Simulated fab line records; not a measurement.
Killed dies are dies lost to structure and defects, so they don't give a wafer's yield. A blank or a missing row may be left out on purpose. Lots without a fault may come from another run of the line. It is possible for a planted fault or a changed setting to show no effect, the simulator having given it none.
A sampling plan put to the test + flow n5_finfet + one fab line, 15 faults that these records tell of, each judged on the records of the lots that it struck
The plan is the line's own looks: the steps of the route at which a gauge or an inspection reads the wafer and doesn't change it. A look can be judged if struck wafers have a number there and the file gives its usual mean and standard deviation on fault-free wafers. Caught: at a look after the fault's first step, the mean of the struck wafers lies 4 or more of those standard deviations (sigma) from the usual mean. On the tool: the fault's steps, tested the same way using the tool's own readings. A different recipe on the struck wafers counts as caught too, as does a record blank only for those wafers.

== THE FAULTS, as the simulator had put them in ==
1. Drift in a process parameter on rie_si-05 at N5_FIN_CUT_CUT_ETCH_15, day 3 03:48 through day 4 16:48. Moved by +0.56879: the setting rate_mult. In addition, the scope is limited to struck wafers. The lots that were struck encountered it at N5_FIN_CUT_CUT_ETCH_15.
2. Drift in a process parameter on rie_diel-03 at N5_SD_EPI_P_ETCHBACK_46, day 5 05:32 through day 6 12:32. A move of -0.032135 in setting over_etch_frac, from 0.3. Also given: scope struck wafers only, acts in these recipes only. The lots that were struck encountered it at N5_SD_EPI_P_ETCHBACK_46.
3. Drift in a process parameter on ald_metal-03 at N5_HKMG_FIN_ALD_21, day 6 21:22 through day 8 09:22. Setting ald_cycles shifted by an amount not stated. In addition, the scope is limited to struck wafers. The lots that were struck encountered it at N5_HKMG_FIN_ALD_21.
4. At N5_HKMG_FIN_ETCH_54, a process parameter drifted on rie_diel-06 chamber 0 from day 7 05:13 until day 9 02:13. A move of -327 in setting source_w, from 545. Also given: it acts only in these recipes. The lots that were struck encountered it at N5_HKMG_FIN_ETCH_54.
5. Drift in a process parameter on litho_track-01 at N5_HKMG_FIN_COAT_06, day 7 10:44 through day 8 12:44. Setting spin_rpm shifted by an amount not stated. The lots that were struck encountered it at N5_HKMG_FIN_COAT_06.
6. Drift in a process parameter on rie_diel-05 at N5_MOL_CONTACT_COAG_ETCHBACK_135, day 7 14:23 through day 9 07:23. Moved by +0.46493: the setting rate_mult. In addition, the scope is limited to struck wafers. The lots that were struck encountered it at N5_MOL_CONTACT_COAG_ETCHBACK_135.
7. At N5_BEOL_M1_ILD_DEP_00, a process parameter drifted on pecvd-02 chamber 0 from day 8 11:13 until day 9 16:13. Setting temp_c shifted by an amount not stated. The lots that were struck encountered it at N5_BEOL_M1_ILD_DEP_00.
8. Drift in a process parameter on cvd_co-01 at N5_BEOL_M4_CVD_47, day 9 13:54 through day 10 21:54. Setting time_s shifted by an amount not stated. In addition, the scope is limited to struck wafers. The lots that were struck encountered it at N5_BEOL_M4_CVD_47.
9. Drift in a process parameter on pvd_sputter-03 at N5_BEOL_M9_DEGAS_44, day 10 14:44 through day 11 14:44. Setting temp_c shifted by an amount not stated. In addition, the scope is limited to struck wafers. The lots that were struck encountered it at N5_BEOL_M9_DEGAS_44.
10. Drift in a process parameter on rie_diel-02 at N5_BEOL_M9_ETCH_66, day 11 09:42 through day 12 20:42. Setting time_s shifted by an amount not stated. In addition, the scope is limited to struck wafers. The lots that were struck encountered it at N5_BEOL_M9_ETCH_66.
11. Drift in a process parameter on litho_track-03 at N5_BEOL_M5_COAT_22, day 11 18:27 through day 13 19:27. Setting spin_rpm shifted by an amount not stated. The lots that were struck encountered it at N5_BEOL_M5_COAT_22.
12. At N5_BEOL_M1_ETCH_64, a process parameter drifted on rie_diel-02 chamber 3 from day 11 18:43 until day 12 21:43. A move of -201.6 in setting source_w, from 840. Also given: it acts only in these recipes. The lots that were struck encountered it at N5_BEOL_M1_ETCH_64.
13. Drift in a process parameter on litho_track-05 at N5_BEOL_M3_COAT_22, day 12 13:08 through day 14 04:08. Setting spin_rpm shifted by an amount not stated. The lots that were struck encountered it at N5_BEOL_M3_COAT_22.
14. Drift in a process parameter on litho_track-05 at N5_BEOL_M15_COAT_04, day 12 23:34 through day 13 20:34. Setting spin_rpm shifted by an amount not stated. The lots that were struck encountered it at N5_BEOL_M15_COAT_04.
15. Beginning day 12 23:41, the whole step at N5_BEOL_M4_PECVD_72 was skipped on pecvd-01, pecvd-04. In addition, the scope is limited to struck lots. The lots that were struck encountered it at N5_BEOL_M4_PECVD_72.

== WHAT THE PLAN SAW ==
| fault | on the tool itself                               | first look that catches it                      | reading, sigma                                        | median hours from its first step to that look | hours from the fault's start to the first struck lot there | judged looks passed uncaught |
|-------|--------------------------------------------------|-------------------------------------------------|-------------------------------------------------------|-----------------------------------------------|------------------------------------------------------------|------------------------------|
| 1     | only faintly: oes_product_au +3.3 sigma          | not the one look that can be judged after it    | -                                                     | -                                             | -                                                          | 1                            |
| 2     | under 2 sigma                                    | not the one look that can be judged after it    | -                                                     | -                                             | -                                                          | 1                            |
| 3     | under 2 sigma                                    | not the one look that can be judged after it    | -                                                     | -                                             | -                                                          | 1                            |
| 4     | rf_vpp_V +71 sigma                               | not the one look that can be judged after it    | -                                                     | -                                             | -                                                          | 1                            |
| 5     | spin_speed_rpm -99 or beyond sigma               | not the one look that can be judged after it    | -                                                     | -                                             | -                                                          | 1                            |
| 6     | only faintly: oes_product_au +3.1 sigma          | none of the 2 looks that can be judged after it | -                                                     | -                                             | -                                                          | 2                            |
| 7     | susceptor_temp_C -14 sigma                       | none of the 2 looks that can be judged after it | strongest: M1_ILD_THK at N5_BEOL_M1_THK_MEAS_01, +2.0 | -                                             | -                                                          | 2                            |
| 8     | run_length_s -75 sigma                           | not the one look that can be judged after it    | -                                                     | -                                             | -                                                          | 1                            |
| 9     | susceptor_temp_C -16 sigma                       | no look after it can be judged                  | -                                                     | -                                             | -                                                          | 0                            |
| 10    | run_length_s +38 sigma                           | no look after it can be judged                  | -                                                     | -                                             | -                                                          | 0                            |
| 11    | spin_speed_rpm +40 sigma                         | no look after it can be judged                  | -                                                     | -                                             | -                                                          | 0                            |
| 12    | rf_fwd_power_W -68 sigma                         | not the one look that can be judged after it    | -                                                     | -                                             | -                                                          | 1                            |
| 13    | spin_speed_rpm -99 or beyond sigma               | not the one look that can be judged after it    | -                                                     | -                                             | -                                                          | 1                            |
| 14    | spin_speed_rpm +99 or beyond sigma               | no look after it can be judged                  | -                                                     | -                                             | -                                                          | 0                            |
| 15    | the tool's record is blank for the struck wafers | not the one look that can be judged after it    | -                                                     | -                                             | -                                                          | 1                            |
A dash: the fault is not caught, or the number is missing from these records.

Caught at a look: 0 of 15. Caught on the tool: 11 of 15. By one or the other: 11 of 15.
Faults 4, 5, 7, 8, 9, 10, 11, 12, 13, 14, 15 were caught on the tool alone.
Caught by neither: faults 1, 2, 3, 6.
